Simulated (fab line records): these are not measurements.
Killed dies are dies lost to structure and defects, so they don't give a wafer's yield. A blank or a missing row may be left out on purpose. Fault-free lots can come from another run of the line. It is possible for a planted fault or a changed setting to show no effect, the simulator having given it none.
fab line records	flow nandHarc
record: lots: 12	wafers: 36	lastDay: 34
route steps=1302 shown P_CONTACT@237 P_M0@261 END@1302
lots with no fault: from the same line, run without faults
startH: start of the lot's first displayed wafer, in hours after the record's first day	waitH: hours elapsed since this lot's preceding step	" same as the row above	L1.1+2: a single row standing in for several wafers	- no value present, or no start provided	* or withheld: withheld	< > ~ a bound
route shown NAME@n: NAME is a module with steps in the file, n the number in the route of the first one	usual: mean/standard deviation taken from wafers without a fault	same: alike in all rows	chamber/n: place in a boat	sites: the reading at each site	_std_site: their standard deviation	_edge_site: the outer-site mean with the inner-site mean subtracted	radiusMm: for every site, how far away it sits from the centre of the wafer	mask NAME#n: copy n	behind: the tool/chamber that last shaped the wafer	hold: cause of the lot's hold/its duration in hours/its outcome	device: names the non-switching transistor (n, p or np)	end of line: tests of these same wafers at the route's end	where a step has no rows: the recipe by itself	killed: dies lost to structure and defects at the first sort, not the wafer's yield	map: a wafer's dies, x killed, . not, _ none there
set.NAME: the setting as run; set.NAME@STEP: as run at that earlier step	model.NAME: the simulator's own value behind a step, which no gauge read
route steps across a sampled set of lots; one table per step, one row per wafer
services: when a tool's chamber went out of use (startH, in hours from the record's first day, below 0 if earlier), for how many hours, and the reason
== steps ==
step: NHARC_P_CONTACT_ETCH_36
recipe: targetDepthA: 2600	overEtchFrac: 0.25	timeS: 406.25	ionEnergyEv: 200	n2FlowSccm: 150	h2FlowSccm: 150	arFlowSccm: 0	rfW: 400	biasW: 150	chemistry: N2/H2
usual: drypumpMotorCurrentA: 5.9/0.48	oesProductAu: 0.999/0.0097	rfVppV: 432.1/1.7	showerheadPlenumPTorr: 2.09/0.051	throttleValvePct: 14.171/0.0089
same: timeS: 406.25
lot.wafer	tool	chamber	startH	waitH	drypumpMotorCurrentA	oesProductAu	rfHoursCounterH	rfVppV	showerheadPlenumPTorr	throttleValvePct
L549.3	rieDiel-08	1	-	-	5.9	1.008	2.6	434.7	2.19	14.173
L549.2	"	2	"	"	5.4	0.995	2.5	432.5	2.07	14.171
L549.4	"	3	"	"	5.5	1.014	-	430.2	2.06	14.180
L550.2	rieDiel-08	3	-	-	5.5	1.009	3.5	431.5	2.06	14.176
L550.3	"	2	"	"	5.4	0.993	3.2	432.7	2.07	14.169
L550.6	"	0	"	"	6.6	1.018	-	431.1	2.07	14.162
L555.3	rieDiel-13	3	-	-	6.1	1.002	0.4	432.1	2.10	14.179
L555.4	"	2	"	"	5.5	0.995	0.4	433.3	2.10	14.166
L555.6	"	0	"	"	6.5	0.999	-	430.2	2.05	14.177
L556.2	rieDiel-08	3	-	-	5.5	1.008	0.1	429.7	2.06	14.174
L556.5	"	2	"	"	5.4	0.988	-	430.2	2.07	14.158
L556.4	"	3	"	"	5.5	0.993	-	432.2	2.06	14.174
L557.2	rieDiel-08	2	-	-	5.4	0.995	0.6	432.2	2.07	14.184
L557.6	"	0	"	"	6.6	0.995	-	430.5	2.07	14.177
L557.5	"	1	"	"	5.9	1.009	-	435.4	2.19	14.168
L558.1	rieDiel-08	2	-	-	5.4	0.979	1.5	430.9	2.07	14.162
L558.2	"	1	"	"	5.9	0.998	1.7	435.5	2.18	14.165
L558.5	"	1	"	"	5.9	1.004	-	435.3	2.18	14.159
L560.1	rieDiel-10	0	-	-	6.1	0.981	9.8	430.1	2.05	14.164
L560.4	"	1	"	"	6.5	1.002	-	432.5	2.13	14.173
L560.6	"	0	"	"	6.1	0.992	-	430.5	2.05	14.174
L561.2	rieDiel-13	1	-	-	5.6	0.998	1.7	433.9	2.12	14.180
L561.5	"	3	"	"	6.1	1.010	-	432.9	2.10	14.173
L561.6	"	0	"	"	6.5	1.000	-	430.7	2.05	14.149
L568.4	rieDiel-08	2	-	-	5.4	0.998	4.2	431.6	2.07	14.171
L568.3	"	3	"	"	5.5	1.014	3.0	429.8	2.06	14.167
L568.6	"	0	"	"	6.6	0.996	-	432.3	2.07	14.176
L569.4	rieDiel-08	1	-	-	5.9	1.008	4.9	434.8	2.18	14.169
L569.6	"	3	"	"	5.5	0.987	-	432.8	2.06	14.185
L569.5	"	0	"	"	6.6	0.994	-	432.8	2.07	14.172
L570.4	rieDiel-13	2	-	-	5.5	0.982	4.5	432.2	2.10	14.186
L570.3	"	0	"	"	6.5	0.983	4.8	431.9	2.05	14.166
L570.6	"	2	"	"	5.5	0.986	-	432.4	2.10	14.178
L571.4	rieDiel-10	0	-	-	6.1	0.973	4.2	430.9	2.05	14.164
L571.1	"	1	"	"	6.5	1.011	4.8	433.0	2.13	14.166
L571.6	"	2	"	"	6.6	1.005	-	434.1	2.18	14.184
step: NHARC_P_CONTACT_CVD_23
recipe: targetThkA: 2000	tempC: 300	pressureTorr: 40	wf6FlowSccm: 40	h2FlowSccm: 1600	arFlowSccm: 1560	timeS: 557	material: W
usual: heaterPowerOuterW: 246/21	heaterPowerW: 435/36	throttleValvePct: 8.2/0.31
same: timeS: 557
lot.wafer	tool	chamber	startH	waitH	heaterPowerOuterW	heaterPowerW	throttleValvePct
L549.2	cvdW-01	0	-	-	231	413	8.7
L549.4	"	1	"	"	266	486	7.9
L549.3	"	0	"	"	227	412	8.6
L550.2	cvdW-02	1	-	-	274	450	8.0
L550.3	"	1	"	"	272	445	8.0
L550.6	"	0	"	"	235	411	8.2
L555.4	cvdW-02	1	-	-	274	445	8.2
L555.3	"	0	"	"	232	411	8.1
L555.6	"	0	"	"	226	411	8.2
L556.2	cvdW-01	0	-	-	219	374	8.5
L556.4	"	1	"	"	258	478	7.9
L556.5	"	1	"	"	261	471	7.6
L557.2	cvdW-02	1	-	-	263	453	8.3
L557.5	"	1	"	"	278	450	8.2
L557.6	"	0	"	"	229	417	7.9
L558.1	cvdW-01	0	-	-	221	383	8.3
L558.2	"	1	"	"	261	488	7.6
L558.5	"	0	"	"	218	386	8.4
L560.1	cvdW-02	0	-	-	227	427	8.1
L560.4	"	0	"	"	225	404	8.1
L560.6	"	0	"	"	228	404	8.1
L561.2	cvdW-01	0	-	-	212	381	8.7
L561.6	"	1	"	"	260	471	7.7
L561.5	"	0	"	"	217	388	8.5
L568.4	cvdW-02	1	-	-	259	441	8.3
L568.3	"	0	"	"	232	408	7.9
L568.6	"	1	"	"	262	438	8.2
L569.4	cvdW-01	0	-	-	216	395	8.5
L569.6	"	1	"	"	261	489	8.0
L569.5	"	0	"	"	213	400	8.4
L570.3	cvdW-02	1	-	-	264	440	8.2
L570.4	"	0	"	"	237	419	8.1
L570.6	"	1	"	"	262	449	7.6
L571.1	cvdW-02	1	-	-	258	431	8.3
L571.4	"	0	"	"	229	409	8.1
L571.6	"	1	"	"	257	427	8.1
step: NHARC_P_CONTACT_INSPECT_27
usual: rawDefectCount: 267/110
lot.wafer	tool	chamber	startH	waitH	rawDefectCount
L549.2	defectInspect-02	-	136.44	0.1	225
L549.3	"	-	"	"	386
L549.4	"	-	"	"	296
L550.2	defectInspect-02	-	149.12	0.1	346
L550.3	"	-	"	"	313
L550.6	"	-	"	"	294
L555.3	defectInspect-02	-	190.72	0.1	186
L555.4	"	-	"	"	168
L555.6	"	-	"	"	222
L556.2	defectInspect-01	-	205.26	0.1	139
L556.4	"	-	"	"	137
L556.5	"	-	"	"	216
L557.2	defectInspect-01	-	209.55	0.1	147
L557.5	"	-	"	"	143
L557.6	"	-	"	"	158
L558.1	defectInspect-01	-	233.22	0.1	345
L558.2	"	-	"	"	389
L558.5	"	-	"	"	439
L560.1	defectInspect-01	-	240.76	0.1	414
L560.4	"	-	"	"	184
L560.6	"	-	"	"	223
L561.2	defectInspect-01	-	271.09	0.1	337
L561.5	"	-	"	"	185
L561.6	"	-	"	"	326
L568.3	defectInspect-01	-	317.66	0.1	183
L568.4	"	-	"	"	204
L568.6	"	-	"	"	396
L569.4	defectInspect-01	-	333.95	0.1	358
L569.5	"	-	"	"	327
L569.6	"	-	"	"	357
L570.3	defectInspect-01	-	338.16	0.1	217
L570.4	"	-	"	"	334
L570.6	"	-	"	"	335
L571.1	defectInspect-02	-	349.69	0.1	435
L571.4	"	-	"	"	640
L571.6	"	-	"	"	414
step: NHARC_P_M0_PEB_07
recipe: pebTempC: 100	pebTimeS: 65
usual: heaterPowerTotalW: 156.7/0.43	plateTempC: 100.01/0.13
lot.wafer	tool	chamber	startH	waitH	heaterPowerTotalW	plateTempC
L549.2	lithoTrack-01	0	137.28	0.1	157.1	99.92
L549.3	"	0	"	"	157.1	99.83
L549.4	"	0	"	"	157.1	99.71
L550.2	lithoTrack-04	0	149.94	0.1	157.2	99.81
L550.3	"	0	"	"	156.4	100.01
L550.6	"	0	"	"	156.2	99.87
L555.3	lithoTrack-04	0	191.55	0.0	156.5	99.97
L555.4	"	0	"	"	157.0	99.73
L555.6	"	0	"	"	156.5	99.73
L556.2	lithoTrack-06	0	206.09	0.1	157.1	100.04
L556.4	"	0	"	"	157.2	100.04
L556.5	"	0	"	"	157.0	100.12
L557.2	lithoTrack-06	0	210.41	0.1	157.1	100.09
L557.5	"	0	"	"	157.1	100.00
L557.6	"	0	"	"	157.0	100.10
L558.1	lithoTrack-06	0	234.04	0.1	156.2	99.98
L558.2	"	0	"	"	155.9	100.17
L558.5	"	0	"	"	156.4	100.01
L560.1	lithoTrack-06	0	241.58	0.1	157.1	100.17
L560.4	"	0	"	"	156.1	100.01
L560.6	"	0	"	"	156.4	99.89
L561.2	lithoTrack-06	0	271.92	0.1	155.9	100.02
L561.5	"	0	"	"	156.6	100.07
L561.6	"	0	"	"	156.8	99.84
L568.3	lithoTrack-06	0	318.48	0.0	161.8	102.30
L568.4	"	0	"	"	161.7	102.16
L568.6	"	0	"	"	161.0	102.21
L569.4	lithoTrack-06	0	334.77	0.0	161.7	102.25
L569.5	"	0	"	"	161.1	102.26
L569.6	"	0	"	"	160.9	102.24
L570.3	lithoTrack-04	0	338.98	0.0	156.8	99.86
L570.4	"	0	"	"	156.4	99.85
L570.6	"	0	"	"	157.1	100.07
L571.1	lithoTrack-06	0	350.39	0.1	160.9	102.04
L571.4	"	0	"	"	160.5	102.12
L571.6	"	0	"	"	161.6	102.03
step: NHARC_P_M0_CD_MEAS_09
recipe: targetCdNm: 90	landingEnergyEv: 500
usual: cdNm: 89.9/0.61
lot.wafer	tool	chamber	startH	waitH	hold	cdNm
L549.2	cdSem-01	0	137.36	-	-	89.2
L549.3	"	0	"	"	-	90.4
L549.4	"	0	"	"	-	90.3
L550.2	cdSem-01	0	150.02	-	-	90.8
L550.3	"	0	"	"	-	90.5
L550.6	"	0	"	"	-	90.9
L555.3	cdSem-01	0	191.63	-	-	89.9
L555.4	"	0	"	"	-	89.8
L555.6	"	0	"	"	-	90.4
L556.2	cdSem-03	0	206.17	-	-	89.2
L556.4	"	0	"	"	-	90.3
L556.5	"	0	"	"	-	89.0
L557.2	cdSem-01	0	210.49	-	-	90.6
L557.5	"	0	"	"	-	90.4
L557.6	"	0	"	"	-	89.9
L558.1	cdSem-03	0	234.12	-	-	89.0
L558.2	"	0	"	"	-	88.7
L558.5	"	0	"	"	-	88.7
L560.1	cdSem-01	0	241.66	-	-	91.0
L560.4	"	0	"	"	-	90.3
L560.6	"	0	"	"	-	89.8
L561.2	cdSem-02	0	272.00	-	-	90.0
L561.5	"	0	"	"	-	89.8
L561.6	"	0	"	"	-	89.6
L568.3	cdSem-01	0	318.56	-	awaitDispo/0.2h/release	96.7
L568.4	"	0	"	"	awaitDispo/0.2h/release	97.0
L568.6	"	0	"	"	awaitDispo/0.2h/release	96.7
L568.3	cdSem-01	0	-	-	-	96.1
L568.4	"	0	"	"	-	97.1
L568.6	"	0	"	"	-	96.2
L569.4	cdSem-01	0	334.85	-	awaitDispo/0.2h/release	98.4
L569.5	"	0	"	"	awaitDispo/0.2h/release	97.8
L569.6	"	0	"	"	awaitDispo/0.2h/release	97.9
L569.4	cdSem-01	0	-	-	-	97.8
L569.5	"	0	"	"	-	97.6
L569.6	"	0	"	"	-	97.8
L570.3	cdSem-03	0	339.06	-	-	90.2
L570.4	"	0	"	"	-	89.6
L570.6	"	0	"	"	-	90.2
L571.1	cdSem-01	0	350.47	-	awaitDispo/0.2h/release	96.4
L571.4	"	0	"	"	awaitDispo/0.2h/release	95.8
L571.6	"	0	"	"	awaitDispo/0.2h/release	96.8
L571.1	cdSem-01	0	-	-	-	96.0
L571.4	"	0	"	"	-	96.5
L571.6	"	0	"	"	-	96.4
step: NHARC_END_SORT_01
recipe: tempC: 25
usual: defectLimitedYield: 90.6/2.8	killedAtArray: 58/20	killedAtOther: 0.8/1	killedAtPeriphery: 4.6/2.8	killedDies: 63/19	killedOpen: 3.4/2	killedShort: 2.4/1.8
same: grossDies: 677
lot.wafer	tool	chamber	startH	waitH	defectLimitedYield[%]	killedAtArray	killedAtOther	killedAtPeriphery	killedDies	killedOpen	killedShort
L550.2	prober-02	0	588.83	2.8	86.3	88	0	5	93	3	7
L550.3	prober-02	0	589.64	3.1	84.6	99	0	5	104	0	2
L550.6	prober-02	0	592.05	4.0	87.4	80	0	5	85	0	3
L557.2	prober-02	0	656.43	2.8	91.9	47	2	6	55	6	1
L557.5	prober-02	0	658.83	3.7	90.7	59	1	3	63	2	0
L557.6	prober-02	0	659.64	4.0	92.2	47	1	5	53	1	2
L560.1	prober-01	0	678.96	2.5	93.4	42	0	3	45	3	2
L560.4	prober-01	0	681.35	3.4	94.2	37	1	1	39	8	2
L560.6	prober-01	0	682.94	4.0	94.7	29	1	6	36	3	2
L568.3	prober-01	0	751.19	3.1	89.8	66	1	2	69	1	4
L568.4	prober-01	0	751.99	3.4	93.8	37	0	5	42	3	1
L568.6	prober-01	0	753.59	4.0	89.4	66	0	6	72	2	1
L569.4	prober-02	0	816.86	3.4	89.7	61	0	9	70	4	4
L569.5	prober-02	0	817.67	3.7	92.2	48	0	5	53	2	0
L569.6	prober-02	0	818.47	4.0	91.9	48	0	7	55	3	6
L571.1	prober-01	0	820.19	2.5	90.7	60	1	2	63	2	1
L571.4	prober-01	0	822.61	3.4	89.1	71	0	3	74	6	0
L571.6	prober-01	0	824.22	4.0	87.3	82	0	4	86	6	0
killed by level:class
L550.2 A_CHANNEL_HOLE_D1:chamberFilmFlake=35 A_CHANNEL_HOLE_D2:chamberFilmFlake=21 A_SLIT:chamberFilmFlake=14 A_DECK1_JOINT:chamberFilmFlake=3 A_CONTACT:chamberFilmFlake=3 A_ONON_D1:geometricParticle:short=2 A_WL_FILL:geometricParticle:short=2 P_M1:chamberFilmFlake=2
L550.3 A_CHANNEL_HOLE_D1:chamberFilmFlake=33 A_SLIT:chamberFilmFlake=28 A_CHANNEL_HOLE_D2:chamberFilmFlake=26 P_M1:chamberFilmFlake=3 A_DECK1_JOINT:chamberFilmFlake=2 A_SGD_CUT:chamberFilmFlake=2 A_ONON_D1:geometricParticle:short=1 A_SGD_CUT:geometricParticle:short=1
L550.6 A_CHANNEL_HOLE_D1:chamberFilmFlake=34 A_SLIT:chamberFilmFlake=21 A_CHANNEL_HOLE_D2:chamberFilmFlake=11 P_M1:chamberFilmFlake=4 A_DECK1_JOINT:chamberFilmFlake=4 A_CONTACT:chamberFilmFlake=4 A_CHANNEL_HOLE_D1:geometricParticle:short=1 A_ONON_D2:geometricParticle:short=1
L557.2 A_SLIT:chamberFilmFlake=24 A_CHANNEL_HOLE_D2:chamberFilmFlake=14 P_CONTACT:chamberFilmFlake=4 P_CONTACT:geometricParticle:open=1 A_DECK1_JOINT:geometricParticle:open=1 A_ONON_D2:geometricParticle:open=1 A_CHANNEL_FILL_D2:geometricParticle:open=1 A_CONTACT:geometricParticle:open=1
L557.5 A_SLIT:chamberFilmFlake=41 A_CHANNEL_HOLE_D2:chamberFilmFlake=12 A_CHANNEL_HOLE_D1:chamberFilmFlake=2 A_DECK1_JOINT:chamberFilmFlake=2 P_M0:geometricParticle:open=1 A_M0:geometricParticle:open=1 P_ZERO_WELL:chamberFilmFlake=1 P_CONTACT:chamberFilmFlake=1
L557.6 A_SLIT:chamberFilmFlake=27 A_CHANNEL_HOLE_D2:chamberFilmFlake=16 P_CONTACT:chamberFilmFlake=3 P_M0:geometricParticle:short=1 P_M1:geometricParticle:open=1 A_BLC:geometricParticle:short=1 A_DECK1_JOINT:chamberFilmFlake=1 A_CHANNEL_FILL_D2:chamberFilmFlake=1
L560.1 A_CHANNEL_HOLE_D2:chamberFilmFlake=23 A_CHANNEL_HOLE_D1:chamberFilmFlake=6 A_CONTACT:chamberFilmFlake=3 P_BONDPAD:chamberFilmFlake=2 A_STAIRCASE:chamberFilmFlake=2 A_ONON_D1:geometricParticle:short=1 A_CHANNEL_FILL_D1:geometricParticle:open=1 A_ONON_D2:geometricParticle:short=1
L560.4 A_CHANNEL_HOLE_D2:chamberFilmFlake=15 A_CHANNEL_HOLE_D1:chamberFilmFlake=6 A_CHANNEL_FILL_D1:geometricParticle:open=2 A_ZERO_WELL:chamberFilmFlake=2 A_STAIRCASE:chamberFilmFlake=2 A_ONON_D2:geometricParticle:open=1 A_CHANNEL_FILL_D2:geometricParticle:open=1 A_CHANNEL_FILL_D2:geometricParticle:short=1
L560.6 A_CHANNEL_HOLE_D2:chamberFilmFlake=14 A_CHANNEL_HOLE_D1:chamberFilmFlake=5 A_STAIRCASE:chamberFilmFlake=4 A_CONTACT:chamberFilmFlake=2 P_CONTACT:geometricParticle:open=1 P_M0:geometricParticle:open=1 A_ONON_D1:geometricParticle:short=1 A_CHANNEL_FILL_D2:geometricParticle:short=1
L568.3 A_SLIT:chamberFilmFlake=31 A_CHANNEL_HOLE_D1:chamberFilmFlake=14 A_CONTACT:chamberFilmFlake=5 A_CHANNEL_FILL_D1:chamberFilmFlake=4 A_M1:chamberFilmFlake=4 A_WL_FILL:geometricParticle:short=3 A_ONON_D1:geometricParticle:short=1 A_CONTACT:geometricParticle:open=1
L568.4 A_SLIT:chamberFilmFlake=17 A_CHANNEL_HOLE_D1:chamberFilmFlake=7 A_CONTACT:chamberFilmFlake=3 P_M0:chamberFilmFlake=2 A_M1:chamberFilmFlake=2 P_M0:geometricParticle:open=1 A_SGD_CUT:geometricParticle:open=1 A_M0:geometricParticle:short=1
L568.6 A_SLIT:chamberFilmFlake=36 A_CHANNEL_HOLE_D1:chamberFilmFlake=12 A_CONTACT:chamberFilmFlake=5 P_GATE:chamberFilmFlake=4 A_M1:chamberFilmFlake=3 A_CHANNEL_FILL_D1:chamberFilmFlake=2 A_DECK1_JOINT:chamberFilmFlake=2 A_ONON_D1:geometricParticle:open=1
L569.4 A_CHANNEL_HOLE_D2:chamberFilmFlake=29 A_SLIT:chamberFilmFlake=10 A_CONTACT:chamberFilmFlake=7 P_GATE:chamberFilmFlake=5 A_CHANNEL_HOLE_D1:chamberFilmFlake=3 A_M0:geometricParticle:short=2 P_M1:chamberFilmFlake=2 A_BONDPAD:chamberFilmFlake=2
L569.5 A_CHANNEL_HOLE_D2:chamberFilmFlake=25 A_SLIT:chamberFilmFlake=11 A_CONTACT:chamberFilmFlake=8 P_GATE:chamberFilmFlake=4 P_STI:geometricParticle:open=1 A_CHANNEL_FILL_D1:geometricParticle:open=1 A_ZERO_WELL:chamberFilmFlake=1 A_CHANNEL_HOLE_D1:unspecified=1
L569.6 A_CHANNEL_HOLE_D2:chamberFilmFlake=16 A_SLIT:chamberFilmFlake=6 A_CHANNEL_HOLE_D1:unspecified=5 A_CONTACT:chamberFilmFlake=5 P_GATE:chamberFilmFlake=4 A_BONDPAD:chamberFilmFlake=3 A_ONON_D1:geometricParticle:short=2 A_SGD_CUT:geometricParticle:open=2
L571.1 A_SLIT:chamberFilmFlake=27 A_CHANNEL_HOLE_D2:chamberFilmFlake=15 A_CHANNEL_HOLE_D1:chamberFilmFlake=9 A_CONTACT:chamberFilmFlake=7 P_M1:geometricParticle:short=1 A_ONON_D1:geometricParticle:open=1 A_CHANNEL_FILL_D1:geometricParticle:open=1 P_ZERO_WELL:chamberFilmFlake=1
L571.4 A_CHANNEL_HOLE_D2:chamberFilmFlake=24 A_SLIT:chamberFilmFlake=20 A_CHANNEL_HOLE_D1:chamberFilmFlake=11 A_CONTACT:chamberFilmFlake=7 A_STAIRCASE:chamberFilmFlake=3 P_CONTACT:geometricParticle:open=2 A_CHANNEL_FILL_D1:geometricParticle:open=1 A_CHANNEL_FILL_D2:geometricParticle:open=1
L571.6 A_CHANNEL_HOLE_D2:chamberFilmFlake=25 A_SLIT:chamberFilmFlake=22 A_CHANNEL_HOLE_D1:chamberFilmFlake=21 A_CONTACT:chamberFilmFlake=8 A_WL_FILL:geometricParticle:open=2 P_ZERO_WELL:chamberFilmFlake=2 P_M0:geometricParticle:open=1 A_CHANNEL_HOLE_D2:geometricParticle:open=1
== services ==
tool	chamber	startH	hours	kind
rieDiel-08	3	111.71	4.1	repair
cvdW-02	0	116.56	8.5	repair
rieDiel-08	0	129.75	7.4	repair
cvdW-02	-	132.83	0.7	repair
rieDiel-13	0	153.55	8.5	repair
rieDiel-10	-	157.75	1.0	repair
rieDiel-13	-	165.03	9.0	pm
lithoTrack-06	-	179.00	7.0	pm
cvdW-01	-	185.26	13.0	pm
cvdW-02	-	186.16	0.9	repair
rieDiel-08	-	190.80	9.0	pm
rieDiel-08	0	201.78	3.5	repair
lithoTrack-04	-	203.00	7.0	pm
cvdW-01	-	203.44	0.5	repair
rieDiel-08	-	210.47	1.5	repair
rieDiel-13	1	219.86	3.0	repair
rieDiel-10	2	221.95	30.9	repair
rieDiel-08	3	223.95	6.8	repair
rieDiel-08	1	263.95	4.3	repair
cvdW-02	-	269.00	13.0	pm
rieDiel-13	1	284.03	6.1	repair
cvdW-02	0	320.55	11.8	repair
cvdW-02	1	320.94	4.9	repair
rieDiel-13	-	342.03	9.0	pm
== key ==
firstSign: step: NHARC_P_M0_PEB_07	reading: plateTempC	direction: up	sigmas: 17	usual: *	struck: *
effect: step: NHARC_P_M0_PEB_07	reading: heaterPowerTotalW	direction: up	sigmas: 11	usual: *	struck: *
effect: step: NHARC_P_M0_CD_MEAS_09	reading: visit	direction: added	through: controlLoop
effect: step: NHARC_P_M0_CD_MEAS_09	reading: cdNm	direction: up	sigmas: 12	usual: 89.9	struck: 97.1	through: controlLoop
metAt NHARC_P_M0_PEB_07
struckLots L568,L569,L571
loopTrim: step: NHARC_P_M0_EXPOSE_06	setting: dose	lots: L571
notActingAt NHARC_P_CONTACT_ETCH_36,NHARC_P_CONTACT_CVD_23,NHARC_P_CONTACT_INSPECT_27
onsetBetween 271.92 318.48
fault: kind: processParameterDrift	tool: lithoTrack-06	chamber: -	onsetH: 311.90	steps: NHARC_P_M0_PEB_07	channel: pebTempC	offset: *	shape: step	endH: 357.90	actsIn: *	stated: *
loopTrim: a control loop set the setting to another value than it would have without faults
